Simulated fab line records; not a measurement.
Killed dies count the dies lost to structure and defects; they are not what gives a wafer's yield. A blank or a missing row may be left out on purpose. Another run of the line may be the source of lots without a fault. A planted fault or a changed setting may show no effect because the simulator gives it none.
Problem report, 8D (eight disciplines) form, completed by code	flow nandHarc	the parts of the form that need people (team, actions taken, sign-off) are left out

== 1. WHAT WENT WRONG ==
thkNm at NHARC_A_ONON_D2_THK_MEAS_11 reads a mean of 1443 nm on 4 wafers of 2 lots; wafers without a fault read 1002 nm with a standard deviation of 8.8. Measured from the usual mean, that is +50 standard deviations.
The step: measures by ellipsometry.
Earliest sighting: wafer L811.3 on filmMetro-02 at day 18 09:35. The record holds 42 wafers of 14 lots with a number at this step. The rule behind "out" and "out of limits": a value lying over 4 standard deviations away from the usual mean. The other wafers with a number count as sound.

== 2. WHAT IT IS, AND WHAT IT ISN'T ==
question	is	is not
which readings at this step	thkNm	-
which lots	L811, L814	L797, L798, L799, L800, L801, L802, L804, L815, L816, L817, L819, L820
which wafers of those lots	L811.3, L811.6, L814.3, L814.6	L811.1, L814.1
read on which gauges	filmMetro-02	filmMetro-01
when	from day 18 09:35	up to then (22 sound wafers); but 16 sound wafers of L814, L815, L816, L817, L819, L820 came after

== 3. SUSPECTS, AND WHAT RULES EACH OUT ==
Counting: any tool at a process step up to the reading remains a suspect provided it ran every lot that is out. Sound lots after the first of them don't rule it out here, since some wafers of a struck lot are sound.
- the gauge at NHARC_A_ONON_D2_THK_MEAS_11 has been ruled out. All the wafers that are out were read on filmMetro-02, but those of them that NHARC_END_SORT_01 has rows for are out there too, on other tools.
- pecvdOnon-01 at NHARC_A_ONON_D2_DEP_09 (target thk 1000 nm): kept. It processed each lot that is out (first: L811, day 18 09:04); up to then, its last sound lot is L801 (day 14 15:28).
Left after counting: pecvdOnon-01 at NHARC_A_ONON_D2_DEP_09.

== 4. THE CAUSE (what the simulator had put in) ==
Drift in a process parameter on pecvdOnon-01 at NHARC_A_ONON_D2_DEP_09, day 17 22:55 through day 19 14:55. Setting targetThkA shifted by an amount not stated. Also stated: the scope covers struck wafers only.
This tool alone remained once counting was done.

== 5. SEQUENCE OF EFFECTS, ordered by route ==
Each row: a reading whose mean over the struck wafers that have a number lies more than 3 standard deviations from the usual. Readings are gone through only where the record gives a usual standard deviation; hours: the median, over the lots, of the time from a lot's start at the first step in this table giving one to that lot's start at this step; sigmas: the change measured in usual standard deviations.
hours	step	reading	usual	on struck wafers	change	sigmas
0	NHARC_A_ONON_D2_THK_MEAS_11	thkNm	1002 nm	1443	+441	+50
286	NHARC_END_SORT_01	killedAtArray	53	675	+622	+35
286	NHARC_END_SORT_01	killedDies	58	677	+619	+34

== 6. WHAT WOULD HAVE CAUGHT IT SOONER ==
11 hours passed between the start of the fault at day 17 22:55 and the first reading out of limits at a measuring or inspecting step in this record, taken at day 18 09:35.
L814, from the lots that are out (2), started NHARC_A_ONON_D2_DEP_09 on pecvdOnon-01 later than day 18 09:35. It would have been spared by a hold on the tool at that moment.
